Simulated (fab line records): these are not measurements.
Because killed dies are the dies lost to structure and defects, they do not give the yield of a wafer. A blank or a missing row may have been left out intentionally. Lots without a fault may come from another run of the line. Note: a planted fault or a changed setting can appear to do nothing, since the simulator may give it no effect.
Problem report, 8D (eight disciplines) form, completed by code || flow n5 finfet || the parts of the form that need people (team, actions taken, sign-off) are left out

1. THE PROBLEM
At N5_DUMMY_REMOVAL_INSPECT_06, raw defect count averages 1192 over 2 wafers from 2 lots, while fault-free wafers read 12, standard deviation 5.3. That is +99 or more standard deviations from the usual mean.
The step: inspects for defects (brightfield).
The first sign was on wafer L242.3 at day 6 04:01, on defect inspect-02. Wafers with a number at this step in the record: 18, from 6 lots. Rule for "out" (also "out of limits"): further than 4 standard deviations from the usual mean. Any other wafer with a number is counted as sound.

2. WHAT IT IS AND WHAT IT IS NOT
{"question": "which readings at this step", "is": "raw defect count", "is not": "-"}
{"question": "which lots", "is": "L242, L246", "is not": "L238, L247, L251, L257"}
{"question": "which wafers of those lots", "is": "L242.3, L246.2", "is not": "L242.1, L242.6, L246.1, L246.4"}
{"question": "read on which gauges", "is": "defect inspect-02", "is not": "-"}
{"question": "when", "is": "from day 6 04:01", "is not": "up to then (5 sound wafers); but 11 sound wafers of L246, L247, L251, L257 came after"}

3. WHAT RULES OUT EACH SUSPECT
Counting: a tool at a process step up to the reading stays a suspect if it ran every lot that is out. Sound lots after the first of them don't rule it out here, since some wafers of a struck lot are sound.
- the gauge at N5_DUMMY_REMOVAL_INSPECT_06 is ruled out. All the wafers that are out were read on defect inspect-02, but those of them that N5_PASSIVATION_PROBE_49 has rows for are out there too, on other tools.
- rie si-05 at N5_SDB_CUT_ETCH_26 (etches Si in HBr/Cl2/O2, target depth 129.6 nm, bt time 20 s, time 51.8 s): kept. It ran every lot that is out, first L242 (day 6 00:19).
- cmp-02 at N5_SDB_CMP_30 (polishes, stops on poly-Si, t overpolish 1.54 s, target thk 30 nm): kept. It ran every lot that is out, first L242 (day 6 03:33).
- rie diel-06 at N5_DUMMY_REMOVAL_HM_STRIP_01 (strips SiNx in CH3F/O2, stops on poly-Si, target depth 4 nm, time 6.8 s): kept. Ran every lot that is out, first one L242 (day 6 03:50); last sound lot up to then L238 (day 4 21:19).
- rie diel-06 at N5_DUMMY_REMOVAL_STRIP_10 (strips in N2/H2, time 40 s): kept. Ran every lot that is out, first one L242 (day 6 03:52); last sound lot up to then L238 (day 4 21:21).
- wet bench-06 at N5_DUMMY_REMOVAL_PRECLEAN_07 (cleans in dHF, time 30 s): kept. Ran every lot that is out, first one L242 (day 6 03:57); last sound lot up to then L238 (day 4 21:26).
- rie si-05, N5_SDB_CUT_ETCH_26: wafers that are out in chamber 2, sound lot-mates in chambers 0, 3.
Left after counting: rie si-05 at N5_SDB_CUT_ETCH_26, cmp-02 at N5_SDB_CMP_30, rie diel-06 at N5_DUMMY_REMOVAL_HM_STRIP_01, rie diel-06 at N5_DUMMY_REMOVAL_STRIP_10, wet bench-06 at N5_DUMMY_REMOVAL_PRECLEAN_07.

4. THE CAUSE (what the simulator had put in)
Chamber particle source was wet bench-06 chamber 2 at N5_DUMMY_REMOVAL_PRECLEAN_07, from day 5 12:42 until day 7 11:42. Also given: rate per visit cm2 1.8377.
After counting, 5 suspects remain, this tool included.

5. THE EFFECT CHAIN, in route order
Each row: a reading where the mean over the struck wafers with a number is more than 3 standard deviations away from the usual. Readings are gone through only where the record gives a usual standard deviation; hours: the median, over the lots, of the time from a lot's start at the first step in this table giving one to that lot's start at this step; sigmas: the change measured in usual standard deviations.
{"hours": 0, "step": "N5_DUMMY_REMOVAL_INSPECT_06", "reading": "raw defect count", "usual": 12, "on struck wafers": 1192, "change": "+1180", "sigmas": "+99 or more"}
{"hours": 215, "step": "N5_PASSIVATION_PROBE_49", "reading": "defect limited yield", "usual": "90.5 %", "on struck wafers": 77.8, "change": -12.7, "sigmas": -7.5}
{"hours": 215, "step": "N5_PASSIVATION_PROBE_49", "reading": "killed at front end", "usual": 45, "on struck wafers": 201, "change": "+156", "sigmas": "+11"}
{"hours": 215, "step": "N5_PASSIVATION_PROBE_49", "reading": "killed dies", "usual": 112, "on struck wafers": 262, "change": "+150", "sigmas": "+7.1"}
{"hours": 215, "step": "N5_PASSIVATION_PROBE_49", "reading": "sort_bin_5_function", "usual": "5.6 %", "on struck wafers": 14.2, "change": "+8.7", "sigmas": "+7.2"}
{"hours": 215, "step": "N5_PASSIVATION_PROBE_49", "reading": "sort n pass", "usual": 1068, "on struck wafers": 918, "change": -150, "sigmas": -7.1}
{"hours": 215, "step": "N5_PASSIVATION_PROBE_49", "reading": "sort yield pct", "usual": "90.5 %", "on struck wafers": 77.8, "change": -12.7, "sigmas": -7.1}
Here are the process steps it includes:
- N5_PASSIVATION_PROBE_49
At these later measuring or inspecting steps, every struck wafer for which the step has a row has a number for every such reading, and none has moved that far: N5_BEOL_M4_RC_MEAS_101.

6. HOW IT WOULD HAVE BEEN CAUGHT EARLIER
The first out-of-limits reading at a measuring or inspecting step in this record came at day 6 04:01, 15 hours after the fault's start at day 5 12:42.
L246, from the lots that are out (2), started N5_DUMMY_REMOVAL_PRECLEAN_07 on wet bench-06 later than day 6 04:01. A hold on the tool at that time would have spared it.
